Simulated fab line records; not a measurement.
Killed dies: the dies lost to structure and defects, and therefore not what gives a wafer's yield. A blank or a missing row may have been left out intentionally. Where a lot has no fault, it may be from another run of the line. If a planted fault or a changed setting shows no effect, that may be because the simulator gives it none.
What tool caused it? + flow n5 finfet + 72 wafers from 24 lots sampled at 2 of the route's 1938 steps

== WHAT EACH GAUGE READ, for each wafer ==
N5_BEOL_M2_CD_MEAS_35: target cd 18 nm, target cd y 22.2 nm. Usual: 18.1 nm for cd nm, sd 0.37.
| lot  | measured     | on        | cd nm (nm)     | flag |
|------|--------------|-----------|----------------|------|
| L074 | day 6 15:20  | cd sem-02 | 18.4 17.8 18.0 |      |
| L075 | day 7 00:50  | cd sem-03 | 18.2 18.1 18.0 |      |
| L076 | day 7 03:19  | cd sem-01 | 17.9 18.3 17.8 |      |
| L077 | day 7 09:02  | cd sem-02 | 18.1 17.8 18.2 |      |
| L078 | day 7 20:00  | cd sem-01 | 18.6 18.8 18.1 |      |
| L079 | day 8 01:29  | cd sem-01 | 18.1 17.5 18.1 |      |
| L080 | day 8 13:55  | cd sem-02 | 17.4 17.9 18.2 |      |
| L081 | day 8 16:54  | cd sem-02 | 17.7 19.1 17.8 |      |
| L082 | day 8 19:43  | cd sem-01 | 18.3 18.5 18.5 |      |
| L083 | day 9 00:44  | cd sem-03 | 17.5 18.0 18.0 |      |
| L084 | day 9 12:32  | cd sem-02 | 17.8 18.1 18.2 |      |
| L085 | day 9 19:38  | cd sem-03 | 17.7 17.3 17.9 |      |
| L086 | day 10 00:33 | cd sem-02 | 18.1 17.8 17.3 |      |
| L087 | day 10 10:01 | cd sem-02 | 17.4 18.0 18.2 |      |
| L088 | day 10 15:01 | cd sem-03 | 17.4 17.9 17.6 |      |
| L089 | day 10 15:03 | cd sem-02 | 18.3 17.8 17.7 |      |
| L090 | day 10 18:51 | cd sem-01 | 18.3 18.7 18.2 |      |
| L091 | day 10 21:52 | cd sem-01 | 18.0 17.9 17.4 |      |
| L092 | day 11 11:17 | cd sem-03 | 18.1 18.5 17.9 |      |
| L093 | day 11 14:16 | cd sem-01 | 18.4 18.0 18.8 |      |
| L094 | day 12 04:20 | cd sem-03 | 18.0 17.8 18.2 |      |
| L095 | day 12 04:23 | cd sem-02 | 18.4 18.3 18.2 |      |
| L096 | day 12 04:50 | cd sem-01 | 18.8 18.1 18.0 |      |
| L097 | day 12 17:16 | cd sem-01 | 17.7 17.6 18.2 |      |

== WHICH TOOL RAN EACH LOT (tool, then ch and the chambers of the sampled wafers, then the start) ==
| lot  | N5_BEOL_M2_STRIP_36                |
|------|------------------------------------|
| L074 | rie diel-03 ch 0,1,3, day 6 14:59  |
| L075 | rie diel-02 ch 1,2,3, day 7 00:29  |
| L076 | rie diel-03 ch 0,2,3, day 7 02:58  |
| L077 | rie diel-02 ch 0,1, day 7 08:41    |
| L078 | rie diel-03 ch 1,2, day 7 19:40    |
| L079 | rie diel-03 ch 0,1,2, day 8 01:08  |
| L080 | rie diel-03 ch 0,2,3, day 8 13:35  |
| L081 | rie diel-02 ch 0,3, day 8 16:33    |
| L082 | rie diel-02 ch 0,2,3, day 8 19:23  |
| L083 | rie diel-03 ch 0,1,2, day 9 00:23  |
| L084 | rie diel-06 ch 0,1,3, day 9 12:11  |
| L085 | rie diel-02 ch 0,3, day 9 19:17    |
| L086 | rie diel-06 ch 0,1,2, day 10 00:12 |
| L087 | rie diel-03 ch 1,2, day 10 09:41   |
| L088 | rie diel-02 ch 0,2,3, day 10 14:40 |
| L089 | rie diel-03 ch 2,3, day 10 14:42   |
| L090 | rie diel-03 ch 1,2, day 10 18:29   |
| L091 | rie diel-02 ch 0,1,3, day 10 21:31 |
| L092 | rie diel-03 ch 2,3, day 11 10:56   |
| L093 | rie diel-02 ch 0,2, day 11 13:55   |
| L094 | rie diel-02 ch 1,2, day 12 04:00   |
| L095 | rie diel-06 ch 1,2, day 12 04:02   |
| L096 | rie diel-02 ch 0,2, day 12 04:29   |
| L097 | rie diel-03 ch 0,2,3, day 12 16:55 |
- N5_BEOL_M2_STRIP_36: strips in N2/H2.

== AS READ BY THE TOOLS THEMSELVES (means over the sampled wafers that have a number; for cases with no such wafer, the mark the record gives instead) ==
N5_BEOL_M2_STRIP_36. Usual: drypump motor current A 5.7 A, standard deviation 0.43; h2 flow sccm 200.0 sccm, standard deviation 0.57; oes product au 0.80 a.u., standard deviation 0.082; rf vpp V 59.2 V, standard deviation 1.4; showerhead plenum p Torr 2.55 Torr, standard deviation 0.08; throttle valve pct 23.78 %, standard deviation 0.25.
| lot  | tool        | drypump motor current A (A) | h2 flow sccm (sccm) | oes product au (a.u.) | rf vpp V (V) | showerhead plenum p Torr (Torr) | throttle valve pct (%) | flag |
|------|-------------|-----------------------------|---------------------|-----------------------|--------------|---------------------------------|------------------------|------|
| L074 | rie diel-03 | 5.9                         | 199.6               | 0.77                  | 58.9         | 2.50                            | 23.78                  |      |
| L075 | rie diel-02 | 5.7                         | 199.8               | 0.84                  | 60.1         | 2.54                            | 23.73                  |      |
| L076 | rie diel-03 | 5.7                         | 199.9               | 0.79                  | 59.6         | 2.55                            | 23.70                  |      |
| L077 | rie diel-02 | 5.5                         | 200.0               | 0.90                  | 58.2         | 2.52                            | 23.67                  |      |
| L078 | rie diel-03 | 5.8                         | 199.9               | 0.76                  | 59.9         | 2.61                            | 24.06                  |      |
| L079 | rie diel-03 | 5.7                         | 199.7               | 0.73                  | 57.7         | 2.52                            | 23.95                  |      |
| L080 | rie diel-03 | 5.7                         | 200.6               | 0.78                  | 59.4         | 2.54                            | 23.70                  |      |
| L081 | rie diel-02 | 5.1                         | 200.4               | 0.86                  | 57.1         | 2.54                            | 23.69                  |      |
| L082 | rie diel-02 | 5.3                         | 200.1               | 0.88                  | 58.4         | 2.51                            | 23.74                  |      |
| L083 | rie diel-03 | 5.7                         | 199.8               | 0.72                  | 59.6         | 2.52                            | 23.95                  |      |
| L084 | rie diel-06 | 5.4                         | 200.2               | 0.76                  | 59.0         | 2.54                            | 23.74                  |      |
| L085 | rie diel-02 | 5.2                         | 200.0               | 0.87                  | 59.9         | 2.51                            | 23.71                  |      |
| L086 | rie diel-06 | 5.5                         | 200.3               | 0.76                  | 59.0         | 2.62                            | 23.70                  |      |
| L087 | rie diel-03 | 6.0                         | 199.9               | 0.71                  | 59.8         | 2.56                            | 24.22                  |      |
| L088 | rie diel-02 | 5.3                         | 200.4               | 0.85                  | 58.1         | 2.50                            | 23.75                  |      |
| L089 | rie diel-03 | 6.0                         | 200.0               | 0.80                  | 59.7         | 2.60                            | 23.73                  |      |
| L090 | rie diel-03 | 6.0                         | 199.8               | 0.71                  | 59.5         | 2.55                            | 24.20                  |      |
| L091 | rie diel-02 | 5.5                         | 200.0               | 0.81                  | 61.0         | 2.54                            | 23.74                  |      |
| L092 | rie diel-03 | 6.0                         | 199.8               | 0.79                  | 59.1         | 2.60                            | 23.74                  |      |
| L093 | rie diel-02 | 5.4                         | 200.2               | 0.87                  | 58.9         | 2.47                            | 23.73                  |      |
| L094 | rie diel-02 | 5.9                         | 200.3               | 0.80                  | 58.7         | 2.49                            | 23.80                  |      |
| L095 | rie diel-06 | 5.3                         | 200.4               | 0.75                  | 59.5         | 2.64                            | 23.92                  |      |
| L096 | rie diel-02 | 5.6                         | 200.0               | 0.85                  | 60.6         | 2.46                            | 23.75                  |      |
| L097 | rie diel-03 | 5.7                         | 200.1               | 0.83                  | 60.2         | 2.63                            | 23.66                  |      |

== THE ANSWER, worked out from the rows above alone ==
Rule: a lot is off if the mean of its wafers that have a number lies more than 3 standard deviations from the usual mean. A lot without any number at a reading at which 4 lots or more have one is off too. All remaining lots with rows at the step are treated as sound. First the gauges in route order, then the tools' own readings, where a lot's mean is used as printed above. The first step at which some lot is off is used, and at that step the reading that is off furthest; a lot without a number counts as furthest.
No lot is off at any reading shown: from this, nothing can be told.

== WHAT THE SIMULATOR HAD INSERTED ==
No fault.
